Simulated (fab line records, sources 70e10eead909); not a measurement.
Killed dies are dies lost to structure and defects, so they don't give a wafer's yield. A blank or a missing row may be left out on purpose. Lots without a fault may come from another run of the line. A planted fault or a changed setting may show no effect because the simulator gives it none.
Chamber matching | flow nand_harc | NHARC_A_STAIRCASE_DESCUM_11 on rie_diel-11: 4 sister chambers
The step chemistry O2, time 3 s. 4 wafers are shown with their chamber, then 10 later ones without.

WAFERS WITH THEIR CHAMBER
wafer  | chamber | showerhead_plenum_p_Torr (Torr)
L078.5 | 2       | 2.01
L080.6 | 3       | 2.04
L085.1 | 1       | 1.81
L085.3 | 0       | 1.78

WAFERS WITHOUT THEIR CHAMBER
wafer  | showerhead_plenum_p_Torr (Torr)
L085.5 | 2.01
L086.1 | 1.81
L086.3 | 1.78
L086.5 | 1.81
L089.3 | 2.00
L089.4 | 1.78
L089.5 | 2.04
L090.1 | 2.04
L090.2 | 2.00
L090.3 | 1.77

WHICH CHAMBER EACH WENT THROUGH
wafer  | from the rows above | in truth
L085.5 | 2                   | 2
L086.1 | 1                   | 1
L086.3 | 0                   | 0
L086.5 | 1                   | 1
L089.3 | 2                   | 2
L089.4 | 0                   | 0
L089.5 | 3                   | 3
L090.1 | 3                   | 3
L090.2 | 2                   | 2
L090.3 | 0                   | 0
Placed correctly: 10 of 10. Can't be placed from these rows: 0. Placed wrongly: 0.
How it was worked out, from the rows above alone: a wafer's distance from a chamber is the root of the sum, over the readings, of the square of ((its reading less the chamber's mean) divided by the reading's scatter). The wafer belongs to the nearest chamber; if the next one is less than 2 further off, it can't be placed. A chamber's mean is the mean of its shown wafers. The scatter: with one shown wafer a chamber, the root of the mean of the squares of how far each hidden wafer lies from its nearest shown one.
